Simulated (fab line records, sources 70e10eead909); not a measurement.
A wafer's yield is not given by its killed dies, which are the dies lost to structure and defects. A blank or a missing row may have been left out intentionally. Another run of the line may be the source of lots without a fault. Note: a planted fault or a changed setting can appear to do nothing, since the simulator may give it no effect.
Matching of chambers -- flow nand harc -- 4 sister chambers for NHARC_A_STAIRCASE_ALD_415 on ald hk-03
The step deposits SiO2, target thk 30 nm, pulse time 6 s, ald cycles 300. 4 wafers are shown with their chamber, then 8 later ones without.

== EACH WAFER AND ITS CHAMBER ==
wafer,chamber,heater power w (W)
L939.6,2,461
L942.2,0,452
L942.5,1,420
L945.1,3,468

== WAFERS WITHOUT THEIR CHAMBER ==
wafer,heater power w (W)
L945.3,471
L945.6,447
L944.1,421
L944.2,475
L944.6,448
L957.2,419
L957.3,454
L957.5,475

== CHAMBER TAKEN BY EACH ==
wafer,from the rows above,in truth
L945.3,can't be placed: 3 or 2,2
L945.6,0,0
L944.1,1,1
L944.2,can't be placed: 3 or 2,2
L944.6,0,0
L957.2,1,1
L957.3,can't be placed: 0 or 2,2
L957.5,can't be placed: 3 or 2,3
Correct placement for 4 of the 8. Unplaceable from these rows: 4, with the true chamber sitting among the candidates in 4. Number placed wrongly: 0.
How it was worked out, from the rows above alone: a wafer's distance from a chamber is the root of the sum, over the readings, of the square of ((its reading less the chamber's mean) divided by the reading's scatter). If the next closest chamber is less than 2 further off than the closest, the wafer can't be placed; otherwise it belongs to the closest. For every chamber, the mean is computed from those of its wafers that are shown. The scatter: root of mean squared gap, hidden wafer to nearest shown wafer, with one shown wafer a chamber.
